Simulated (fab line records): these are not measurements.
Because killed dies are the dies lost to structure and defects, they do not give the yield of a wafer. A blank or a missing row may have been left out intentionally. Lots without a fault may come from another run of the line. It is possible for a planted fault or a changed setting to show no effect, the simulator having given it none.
Lot-split experiment	flow n5Finfet	7 lots, 21 wafers read, on a route of 1938 steps

## THE SPLIT ITSELF
At N5_BEOL_M2_ETCH_69 (etches SiARC in CF4, target depth 15.6 nm, time 26 s), the setting biasW was moved away from the recipe's 36 W on 4 of the 21 wafers read, by -6.6% to +16.3%. For the rest of the wafers, this setting stayed at what the recipe calls for.

Reading taken at the split's own step.

## THE READING
rfVppV, in V, at N5_BEOL_M2_ETCH_69 (etches SiARC in CF4, target depth 15.6 nm, time 26 s). A value of 184.2 V with a standard deviation of 1.3 V is what fault-free wafers of this fab line usually give.

wafer	tool, chamber at the split	biasW as run, W	against the recipe	rfVppV, V	against lot-mates on the recipe
L083.3	rieDiel-02, 3	36	recipe	182.5	-
L083.4	rieDiel-02, 0	36	recipe	185.2	-
L083.5	rieDiel-02, 3	36	recipe	183.5	-
L086.1	rieDiel-06, 1	36	recipe	183.1	-
L086.2	rieDiel-06, 3	36	recipe	183.6	-
L086.5	rieDiel-06, 3	34.02	-5.5%	176.9	-6.4
L087.1	rieDiel-02, 2	36	recipe	184.8	-
L087.2	rieDiel-02, 0	36	recipe	185.0	-
L087.6	rieDiel-02, 1	36	recipe	185.3	-
L089.3	rieDiel-02, 2	41.86	+16.3%	203.8	+17.8
L089.5	rieDiel-02, 0	36	recipe	186.0	-
L089.6	rieDiel-02, 3	41.86	+16.3%	202.1	+16.1
L090.2	rieDiel-06, 2	33.63	-6.6%	177.9	-6.0
L090.3	rieDiel-06, 3	36	recipe	184.3	-
L090.6	rieDiel-06, 3	36	recipe	183.4	-
L092.1	rieDiel-01, 1	36	recipe	183.2	-
L092.2	rieDiel-01, 0	36	recipe	181.3	-
L092.5	rieDiel-01, 0	36	recipe	182.3	-
L096.1	rieDiel-01, 3	36	recipe	185.3	-
L096.3	rieDiel-01, 0	36	recipe	183.7	-
L096.5	rieDiel-01, 0	36	recipe	182.9	-

FIT RESULTS
A straight line over all 21 wafers: rfVppV changes by +1.16 V for each +1% of biasW; r = +0.98; the points scatter about the line by 1.3 V.
The same after taking each lot's own level away (the mean of its wafers on the recipe; 21 wafers): +1.04 V for each +1%; r = +0.99; scatter 0.79 V.
On that fit, the largest move of biasW shifts the reading by 17 V.
The span of the lots' own levels, 182.27 to 186.00 V, comes to 2.9 times the standard deviation stated above.
Hence the slope depends on the lot-to-lot level, as the two fits are not the same.
Check: with one of the wafers moved furthest among these (+16.3%) left out of the fit, the line predicts +16.2 V for it against its lot-mates. It came out at +17.8 V against them.
Tool readings at the split's step, against how far the setting was moved: rfVppV r = +0.98.

## FURTHER SPLITS ON THESE WAFERS
Note: prior to the reading, these wafers also went through further splits. Each is held against what the fit with the lots' levels taken away leaves over:
other split on the same wafers	wafers away from the commonest value	r with rfVppV (lot level and that fit taken away)
N5_BEOL_M1_COAT_61 spinRpm	5	+0.04
N5_BEOL_M1_CMP_52 downForcePsi	9	-0.20

## FILE'S OWN FIT
rfVppV changes by +1.04 V for each +1% of biasW, r = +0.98.
